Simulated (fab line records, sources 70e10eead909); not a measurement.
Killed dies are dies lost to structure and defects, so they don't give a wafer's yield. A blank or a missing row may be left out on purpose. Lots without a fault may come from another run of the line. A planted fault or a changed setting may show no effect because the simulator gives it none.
A struck lot beside a sound one | flow nand_harc | 13 steps out of a route of 1302
Sound: wafers L634.2, L634.4, L634.5. Struck: wafer L638.5. (L638.3, L638.4 of the same lot were not struck and are left out.) The cause comes at the end.
At each step with rows: each side's tool, then ch and its chambers, then its first start. Under that, the readings that differ: sound wafers | struck wafers | difference of the means | sigmas: that difference in standard deviations of wafers without a fault.
alike: readings whose means differ by less than 2 such deviations, and words and numbers that are the same on both sides. not compared: withheld readings, readings that some wafer has no value for, bounds like >300 that may hide the same value, and numbers for which the record gives no deviation and whose values overlap.
The two part at a step that has a row with sigmas, a row that says differs or no value, or rows on one side only. Numbers that don't overlap but have no deviation are shown without sigmas and don't part them. A reading that every wafer of one side lacks parts them only if that side has two wafers or more.

first, 1 step without rows for these wafers: NHARC_A_STAIRCASE_ETCH_13 (etches the open film in C4F8/O2, target depth 100 nm, time 40.5 s).
NHARC_A_STAIRCASE_TRIM_14: chemistry O2, time 211.2 s.
  sound on rie_diel-03 ch 0,2,3; struck on rie_diel-03 ch 1
  reading                | sound                | struck | difference | sigmas
  throttle_valve_pct (%) | 17.049 17.043 17.048 | 17.025 | -0.022     | -2
  alike: drypump_motor_current_A, oes_product_au, rf_vpp_V, showerhead_plenum_p_Torr
  not compared: rf_hours_counter_h
NHARC_A_STAIRCASE_ETCH_15: etches the open film in C4F8/O2, target depth 100 nm, time 40.5 s.
  sound on rie_diel-03 ch 0,1; struck on rie_diel-03 ch 2
  alike: oes_product_au, rf_vpp_V
  not compared: rf_hours_counter_h
NHARC_A_STAIRCASE_TRIM_16: chemistry O2, time 211.2 s.
  sound on rie_diel-03 ch 1,2,3; struck on rie_diel-03 ch 0
  reading                     | sound       | struck | difference | sigmas
  drypump_motor_current_A (A) | 6.2 5.9 6.3 | 4.8    | -1.3       | -3
  alike: oes_product_au, rf_vpp_V, showerhead_plenum_p_Torr, throttle_valve_pct
  not compared: rf_hours_counter_h
NHARC_A_STAIRCASE_ETCH_17: etches the open film in C4F8/O2, target depth 100 nm, time 40.5 s.
  sound on rie_diel-03 ch 0,1,2; struck on rie_diel-03 ch 2
  alike: oes_product_au, rf_vpp_V
  not compared: rf_hours_counter_h
then, 6 steps without rows for these wafers: NHARC_A_STAIRCASE_TRIM_18 (chemistry O2, time 211.2 s); NHARC_A_STAIRCASE_ETCH_19 (etches the open film in C4F8/O2, target depth 100 nm, time 40.5 s); NHARC_A_STAIRCASE_TRIM_20 (chemistry O2, time 211.2 s); NHARC_A_STAIRCASE_ETCH_21 (etches the open film in C4F8/O2, target depth 100 nm, time 40.5 s); NHARC_A_STAIRCASE_TRIM_22 (chemistry O2, time 211.2 s); NHARC_A_STAIRCASE_ETCH_23 (etches the open film in C4F8/O2, target depth 100 nm, time 40.5 s).
NHARC_A_STAIRCASE_TRIM_24: chemistry O2, time 211.2 s.
  sound on rie_diel-01 ch 1,3, day 17 10:46; struck on rie_diel-03 ch 1, day 18 22:59
  reading               | sound             | struck | difference | sigmas
  oes_product_au (a.u.) | 1.006 0.982 0.991 | 1.201  | +0.208     | +17
  alike: drypump_motor_current_A, rf_vpp_V, showerhead_plenum_p_Torr, throttle_valve_pct
  not compared: rf_hours_counter_h
NHARC_A_STAIRCASE_ETCH_25: etches the open film in C4F8/O2, target depth 100 nm, time 40.5 s.
  sound on rie_diel-01 ch 0,3; struck on rie_diel-03 ch 0
  alike: oes_product_au, rf_vpp_V
  not compared: rf_hours_counter_h

WHERE THEY PART
First at NHARC_A_STAIRCASE_TRIM_14; last, within this record, at NHARC_A_STAIRCASE_TRIM_24. Later steps at which nothing parts them and some readings are alike: NHARC_A_STAIRCASE_ETCH_25.

WHY: what the simulator had put in
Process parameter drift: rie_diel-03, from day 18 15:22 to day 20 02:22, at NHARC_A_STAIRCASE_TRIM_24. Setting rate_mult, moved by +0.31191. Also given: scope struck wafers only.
